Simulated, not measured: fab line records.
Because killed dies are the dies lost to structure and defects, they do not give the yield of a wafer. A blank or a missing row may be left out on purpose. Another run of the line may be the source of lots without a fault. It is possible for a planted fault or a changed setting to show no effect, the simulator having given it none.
Matching of chambers :: flow nand-harc :: NHARC_A_CONTACT_DEP_58 on pecvd-02: 3 sister chambers
The step deposits SiON, target thk 60 nm. 6 wafers are shown with their chamber, then 12 later ones without.

== WAFERS PAIRED WITH THEIR CHAMBERS ==
wafer: L088.4
chamber: 1
heater-power-w (W): 739

wafer: L089.4
chamber: 1
heater-power-w (W): 731

wafer: L089.5
chamber: 2
heater-power-w (W): 841

wafer: L091.1
chamber: 0
heater-power-w (W): 563

wafer: L091.2
chamber: 2
heater-power-w (W): 817

wafer: L091.6
chamber: 0
heater-power-w (W): 572

== WAFERS WITH NO CHAMBER GIVEN ==
wafer: L090.2
heater-power-w (W): 680

wafer: L090.4
heater-power-w (W): 680

wafer: L090.6
heater-power-w (W): 870

wafer: L093.1
heater-power-w (W): 844

wafer: L093.3
heater-power-w (W): 597

wafer: L093.5
heater-power-w (W): 613

wafer: L097.1
heater-power-w (W): 585

wafer: L097.2
heater-power-w (W): 850

wafer: L097.5
heater-power-w (W): 631

wafer: L094.2
heater-power-w (W): 829

wafer: L094.4
heater-power-w (W): 659

wafer: L094.6
heater-power-w (W): 845

== THE CHAMBER EACH PASSED THROUGH ==
wafer: L090.2
from the rows above: 1
in truth: 1

wafer: L090.4
from the rows above: 1
in truth: 1

wafer: L090.6
from the rows above: 2
in truth: 2

wafer: L093.1
from the rows above: 2
in truth: 2

wafer: L093.3
from the rows above: 0
in truth: 0

wafer: L093.5
from the rows above: 0
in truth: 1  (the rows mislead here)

wafer: L097.1
from the rows above: 0
in truth: 0

wafer: L097.2
from the rows above: 2
in truth: 2

wafer: L097.5
from the rows above: 0
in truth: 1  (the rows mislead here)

wafer: L094.2
from the rows above: 2
in truth: 2

wafer: L094.4
from the rows above: can't be placed: 1 or 0
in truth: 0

wafer: L094.6
from the rows above: 2
in truth: 2
9 of 12 placed correctly. These rows do not allow placing 1 (true chamber among the candidates in 1). Number placed wrongly: 2.
How it was worked out, from the rows above alone: a wafer's distance from a chamber is the root of the sum, over the readings, of the square of ((its reading less the chamber's mean) divided by the reading's scatter). The wafer belongs to the nearest chamber; if the next one is less than 2 further off, it can't be placed. Each chamber's mean is taken over the wafers shown for it. The scatter: the root of (the sum of the squares of (reading less its chamber's mean) over the shown wafers, divided by (wafers less chambers)).
